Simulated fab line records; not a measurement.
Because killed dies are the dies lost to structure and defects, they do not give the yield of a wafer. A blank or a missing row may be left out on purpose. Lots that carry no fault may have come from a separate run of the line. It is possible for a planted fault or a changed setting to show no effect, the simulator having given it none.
Split-lot experiment || flow n5-finfet || 39 wafers read across 7 lots, on a route 1938 steps long

ABOUT THE SPLIT
At N5_BEOL_M3_ILD_DEP_00 (deposits SiOC from DEMS/O2, target thk 79 nm, time 15.3 s), the setting target-thk-a was moved away from the recipe's 790 angstrom on 15 of the 39 wafers read, by -48.4% to +29.4%. All remaining wafers had this setting at the recipe value.

Between the split and the reading, the file records no step.

THE READING
M3_ILD_THK (nm), taken at N5_BEOL_M3_THK_MEAS_01. On this fab line, fault-free wafers typically give 78.9 nm with a standard deviation of 1.1 nm.

{"wafer": "L074.1", "tool, chamber at the split": "pecvd-04, 1", "target-thk-a as run, angstrom": 790, "against the recipe": "recipe", "M3_ILD_THK, nm": 78.3, "against lot-mates on the recipe": "-"}
{"wafer": "L074.2", "tool, chamber at the split": "pecvd-04, 0", "target-thk-a as run, angstrom": 660.4, "against the recipe": "-16.4%", "M3_ILD_THK, nm": 64.6, "against lot-mates on the recipe": -14.6}
{"wafer": "L074.3", "tool, chamber at the split": "pecvd-04, 1", "target-thk-a as run, angstrom": 790, "against the recipe": "recipe", "M3_ILD_THK, nm": 79.5, "against lot-mates on the recipe": "-"}
{"wafer": "L074.4", "tool, chamber at the split": "pecvd-04, 0", "target-thk-a as run, angstrom": 660.4, "against the recipe": "-16.4%", "M3_ILD_THK, nm": 65.6, "against lot-mates on the recipe": -13.6}
{"wafer": "L074.5", "tool, chamber at the split": "pecvd-04, 0", "target-thk-a as run, angstrom": 660.4, "against the recipe": "-16.4%", "M3_ILD_THK, nm": 66.0, "against lot-mates on the recipe": -13.2}
{"wafer": "L074.6", "tool, chamber at the split": "pecvd-04, 1", "target-thk-a as run, angstrom": 790, "against the recipe": "recipe", "M3_ILD_THK, nm": 79.9, "against lot-mates on the recipe": "-"}
{"wafer": "L078.1", "tool, chamber at the split": "pecvd-01, 1", "target-thk-a as run, angstrom": 790, "against the recipe": "recipe", "M3_ILD_THK, nm": 77.8, "against lot-mates on the recipe": "-"}
{"wafer": "L078.2", "tool, chamber at the split": "pecvd-01, 2", "target-thk-a as run, angstrom": 596, "against the recipe": "-24.6%", "M3_ILD_THK, nm": 60.3, "against lot-mates on the recipe": -18.0}
{"wafer": "L078.3", "tool, chamber at the split": "pecvd-01, 0", "target-thk-a as run, angstrom": 790, "against the recipe": "recipe", "M3_ILD_THK, nm": 77.5, "against lot-mates on the recipe": "-"}
{"wafer": "L078.4", "tool, chamber at the split": "pecvd-01, 2", "target-thk-a as run, angstrom": 790, "against the recipe": "recipe", "M3_ILD_THK, nm": 79.6, "against lot-mates on the recipe": "-"}
{"wafer": "L078.5", "tool, chamber at the split": "pecvd-01, 0", "target-thk-a as run, angstrom": 596, "against the recipe": "-24.6%", "M3_ILD_THK, nm": 59.4, "against lot-mates on the recipe": -18.9}
{"wafer": "L078.6", "tool, chamber at the split": "pecvd-01, 1", "target-thk-a as run, angstrom": 596, "against the recipe": "-24.6%", "M3_ILD_THK, nm": 58.6, "against lot-mates on the recipe": -19.7}
{"wafer": "L086.1", "tool, chamber at the split": "pecvd-02, 2", "target-thk-a as run, angstrom": 407.3, "against the recipe": "-48.4%", "M3_ILD_THK, nm": 42.0, "against lot-mates on the recipe": -37.8}
{"wafer": "L086.2", "tool, chamber at the split": "pecvd-02, 1", "target-thk-a as run, angstrom": 790, "against the recipe": "recipe", "M3_ILD_THK, nm": 78.3, "against lot-mates on the recipe": "-"}
{"wafer": "L086.3", "tool, chamber at the split": "pecvd-02, 0", "target-thk-a as run, angstrom": 407.3, "against the recipe": "-48.4%", "M3_ILD_THK, nm": 40.7, "against lot-mates on the recipe": -39.1}
{"wafer": "L086.4", "tool, chamber at the split": "pecvd-02, 2", "target-thk-a as run, angstrom": 790, "against the recipe": "recipe", "M3_ILD_THK, nm": 81.1, "against lot-mates on the recipe": "-"}
{"wafer": "L086.5", "tool, chamber at the split": "pecvd-02, 0", "target-thk-a as run, angstrom": 790, "against the recipe": "recipe", "M3_ILD_THK, nm": 80.0, "against lot-mates on the recipe": "-"}
{"wafer": "L086.6", "tool, chamber at the split": "pecvd-02, 1", "target-thk-a as run, angstrom": 407.3, "against the recipe": "-48.4%", "M3_ILD_THK, nm": 41.1, "against lot-mates on the recipe": -38.7}
{"wafer": "L091.3", "tool, chamber at the split": "pecvd-01, 2", "target-thk-a as run, angstrom": 790, "against the recipe": "recipe", "M3_ILD_THK, nm": 78.2, "against lot-mates on the recipe": "-"}
{"wafer": "L091.4", "tool, chamber at the split": "pecvd-01, 1", "target-thk-a as run, angstrom": 790, "against the recipe": "recipe", "M3_ILD_THK, nm": 79.6, "against lot-mates on the recipe": "-"}
{"wafer": "L091.6", "tool, chamber at the split": "pecvd-01, 0", "target-thk-a as run, angstrom": 790, "against the recipe": "recipe", "M3_ILD_THK, nm": 79.1, "against lot-mates on the recipe": "-"}
{"wafer": "L092.1", "tool, chamber at the split": "pecvd-01, 2", "target-thk-a as run, angstrom": 625.1, "against the recipe": "-20.9%", "M3_ILD_THK, nm": 62.4, "against lot-mates on the recipe": -16.6}
{"wafer": "L092.2", "tool, chamber at the split": "pecvd-01, 1", "target-thk-a as run, angstrom": 625.1, "against the recipe": "-20.9%", "M3_ILD_THK, nm": 62.0, "against lot-mates on the recipe": -17.0}
{"wafer": "L092.3", "tool, chamber at the split": "pecvd-01, 0", "target-thk-a as run, angstrom": 790, "against the recipe": "recipe", "M3_ILD_THK, nm": 77.6, "against lot-mates on the recipe": "-"}
{"wafer": "L092.4", "tool, chamber at the split": "pecvd-01, 2", "target-thk-a as run, angstrom": 790, "against the recipe": "recipe", "M3_ILD_THK, nm": 79.7, "against lot-mates on the recipe": "-"}
{"wafer": "L092.5", "tool, chamber at the split": "pecvd-01, 0", "target-thk-a as run, angstrom": 625.1, "against the recipe": "-20.9%", "M3_ILD_THK, nm": 62.7, "against lot-mates on the recipe": -16.3}
{"wafer": "L092.6", "tool, chamber at the split": "pecvd-01, 1", "target-thk-a as run, angstrom": 790, "against the recipe": "recipe", "M3_ILD_THK, nm": 79.6, "against lot-mates on the recipe": "-"}
{"wafer": "L095.1", "tool, chamber at the split": "pecvd-01, 0", "target-thk-a as run, angstrom": 790, "against the recipe": "recipe", "M3_ILD_THK, nm": 78.7, "against lot-mates on the recipe": "-"}
{"wafer": "L095.2", "tool, chamber at the split": "pecvd-01, 1", "target-thk-a as run, angstrom": 790, "against the recipe": "recipe", "M3_ILD_THK, nm": 79.1, "against lot-mates on the recipe": "-"}
{"wafer": "L095.3", "tool, chamber at the split": "pecvd-01, 2", "target-thk-a as run, angstrom": 790, "against the recipe": "recipe", "M3_ILD_THK, nm": 79.8, "against lot-mates on the recipe": "-"}
{"wafer": "L095.4", "tool, chamber at the split": "pecvd-01, 0", "target-thk-a as run, angstrom": 790, "against the recipe": "recipe", "M3_ILD_THK, nm": 79.6, "against lot-mates on the recipe": "-"}
{"wafer": "L095.5", "tool, chamber at the split": "pecvd-01, 2", "target-thk-a as run, angstrom": 790, "against the recipe": "recipe", "M3_ILD_THK, nm": 81.4, "against lot-mates on the recipe": "-"}
{"wafer": "L095.6", "tool, chamber at the split": "pecvd-01, 1", "target-thk-a as run, angstrom": 790, "against the recipe": "recipe", "M3_ILD_THK, nm": 80.5, "against lot-mates on the recipe": "-"}
{"wafer": "L097.1", "tool, chamber at the split": "pecvd-01, 1", "target-thk-a as run, angstrom": 1022, "against the recipe": "+29.4%", "M3_ILD_THK, nm": 100.6, "against lot-mates on the recipe": "+21.0"}
{"wafer": "L097.2", "tool, chamber at the split": "pecvd-01, 2", "target-thk-a as run, angstrom": 790, "against the recipe": "recipe", "M3_ILD_THK, nm": 78.8, "against lot-mates on the recipe": "-"}
{"wafer": "L097.3", "tool, chamber at the split": "pecvd-01, 0", "target-thk-a as run, angstrom": 1022, "against the recipe": "+29.4%", "M3_ILD_THK, nm": 100.9, "against lot-mates on the recipe": "+21.3"}
{"wafer": "L097.4", "tool, chamber at the split": "pecvd-01, 1", "target-thk-a as run, angstrom": 1022, "against the recipe": "+29.4%", "M3_ILD_THK, nm": 102.9, "against lot-mates on the recipe": "+23.3"}
{"wafer": "L097.5", "tool, chamber at the split": "pecvd-01, 2", "target-thk-a as run, angstrom": 790, "against the recipe": "recipe", "M3_ILD_THK, nm": 80.3, "against lot-mates on the recipe": "-"}
{"wafer": "L097.6", "tool, chamber at the split": "pecvd-01, 0", "target-thk-a as run, angstrom": 790, "against the recipe": "recipe", "M3_ILD_THK, nm": 79.6, "against lot-mates on the recipe": "-"}

FIT RESULTS
A straight line over all 39 wafers: M3_ILD_THK changes by +0.785 nm for each +1% of target-thk-a; r = +1.00; the points scatter about the line by 0.99 nm.
The same after taking each lot's own level away (the mean of its wafers on the recipe; 39 wafers): +0.781 nm for each +1%; r = +1.00; scatter 0.92 nm.
On that fit, the largest move of target-thk-a shifts the reading by 38 nm.
The span of the lots' own levels, 78.30 to 79.85 nm, comes to 1.4 times the standard deviation stated above.
The two slopes are in agreement: the lot-to-lot level therefore moves the slope only a little.
Check: with one of the wafers moved furthest among these (-48.4%) left out of the fit, the line predicts -38.1 nm for it against its lot-mates. It came out at -37.8 nm against them.

OTHER SPLITS APPLIED TO THESE WAFERS
Other splits were also applied to these wafers ahead of the reading. Each is held against what the fit with the lots' levels taken away leaves over:
{"other split on the same wafers": "N5_HKMG_FIN_HK_ALD_01 ald-cycles", "wafers away from the commonest value": 18, "r with M3_ILD_THK (lot level and that fit taken away)": -0.11}
{"other split on the same wafers": "N5_BEOL_M0_SAQP_SPACER2_ALD_26 target-thk-a", "wafers away from the commonest value": 12, "r with M3_ILD_THK (lot level and that fit taken away)": -0.22}

THE WHOLE CHAIN: every reading that the file lists as answering this split, in the file's order
{"step": "N5_BEOL_M3_ILD_DEP_00", "what it does": "deposits SiOC from DEMS/O2, target thk 79 nm, time 15.3 s", "reading": "SiOC_of_BEOL_M3_ILD_DEP_00.thk-nm (the simulator's own value, which no gauge read)", "change (the file's fit)": "+0.785 nm for each +1% of the setting", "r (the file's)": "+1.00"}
{"step": "N5_BEOL_M3_THK_MEAS_01", "what it does": "", "reading": "M3_ILD_THK", "change (the file's fit)": "+0.785 for each +1% of the setting", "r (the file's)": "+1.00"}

THE FILE'S OWN FIT
M3_ILD_THK changes by +0.785 nm for each +1% of target-thk-a, r = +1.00.
